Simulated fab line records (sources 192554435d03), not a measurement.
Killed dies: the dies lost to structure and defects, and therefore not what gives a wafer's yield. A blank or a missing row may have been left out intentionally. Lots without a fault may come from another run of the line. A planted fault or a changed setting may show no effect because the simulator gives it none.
Chamber matching / flow n5Finfet / N5_SDB_ALD_29 on aldSin-04: 4 sister chambers
The step deposits SiNx, target thk 30 nm, pulse time 1 s, ald cycles 600. 4 wafers are shown with their chamber, then 8 later ones without.

== WAFERS WITH THEIR CHAMBER ==
wafer=L088.2; chamber=2; heaterPowerW (W)=877
wafer=L088.5; chamber=1; heaterPowerW (W)=784
wafer=L088.6; chamber=0; heaterPowerW (W)=924
wafer=L091.2; chamber=3; heaterPowerW (W)=686

== WAFERS WHOSE CHAMBER IS MISSING ==
wafer=L091.5; heaterPowerW (W)=918
wafer=L091.6; heaterPowerW (W)=757
wafer=L094.1; heaterPowerW (W)=674
wafer=L094.4; heaterPowerW (W)=881
wafer=L094.5; heaterPowerW (W)=776
wafer=L095.1; heaterPowerW (W)=680
wafer=L095.3; heaterPowerW (W)=926
wafer=L095.4; heaterPowerW (W)=765

== CHAMBER TAKEN BY EACH ==
wafer=L091.5; from the rows above=0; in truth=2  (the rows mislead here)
wafer=L091.6; from the rows above=1; in truth=1
wafer=L094.1; from the rows above=3; in truth=3
wafer=L094.4; from the rows above=2; in truth=2
wafer=L094.5; from the rows above=1; in truth=1
wafer=L095.1; from the rows above=3; in truth=3
wafer=L095.3; from the rows above=0; in truth=0
wafer=L095.4; from the rows above=1; in truth=1
7 of 8 placed correctly. Not placeable from these rows: 0. 1 placed wrongly.
How it was worked out, from the rows above alone: a wafer's distance from a chamber is the root of the sum, over the readings, of the square of ((its reading less the chamber's mean) divided by the reading's scatter). If the next closest chamber is less than 2 further off than the closest, the wafer can't be placed; otherwise it belongs to the closest. The mean given for a chamber averages the wafers shown for that chamber. The scatter: with one shown wafer a chamber, the root of the mean of the squares of how far each hidden wafer lies from its nearest shown one.
